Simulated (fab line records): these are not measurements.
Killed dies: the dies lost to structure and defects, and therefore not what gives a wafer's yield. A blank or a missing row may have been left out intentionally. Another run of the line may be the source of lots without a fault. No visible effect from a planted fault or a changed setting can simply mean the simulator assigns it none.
Which tool was responsible? | flow nand_harc | 7 lots (19 wafers sampled), 1 step of a 1302-step route

== WHAT THE GAUGES READ, wafer by wafer ==
NHARC_P_GATE_CD_MEAS_11 targets a cd of 1640 nm.
lot  | measured     | on        | cd_nm (nm)
L836 | day 5 01:52  | cd_sem-01 | 1639.3 1637.5 1638.6
L838 | day 5 15:11  | cd_sem-01 | 1636.3 1639.1 1636.9
L840 | day 6 10:48  | cd_sem-02 | 1641.8 1641.1 1640.3
L842 | day 7 07:32  | cd_sem-01 | 1639.9 1637.6 1637.7
L844 | day 8 02:40  | cd_sem-01 | 1640.1 1641.3 1640.9
L852 | day 11 04:40 | cd_sem-02 | 1641.5
L858 | day 13 21:44 | cd_sem-03 | 1639.4 1639.8 1640.9

== WHICH TOOL RAN EACH LOT (tool, then ch and the chambers of the sampled wafers, then the start) ==
The record holds no process step before these readings.

== THE ANSWER, worked out from the rows above alone ==
Rule: the lots themselves supply what counts as usual. The widest of any qualifying gaps counts: lots, ordered by their means at a reading, are off when they make up no more than a third of the lots, leave a main group of 4 or more, and stand apart from it by 3 or more times the standard deviation of that group's means. A main group whose means are all the same, to the digits that the tables above print for the reading, isn't used. A lot without any number at a reading at which 4 lots or more have one is off too. Where the step has rows for the other lots, those lots are counted as sound.
Across all readings shown, no lot is off: no conclusion can be drawn from this.

== WHAT WAS PUT IN BY THE SIMULATOR ==
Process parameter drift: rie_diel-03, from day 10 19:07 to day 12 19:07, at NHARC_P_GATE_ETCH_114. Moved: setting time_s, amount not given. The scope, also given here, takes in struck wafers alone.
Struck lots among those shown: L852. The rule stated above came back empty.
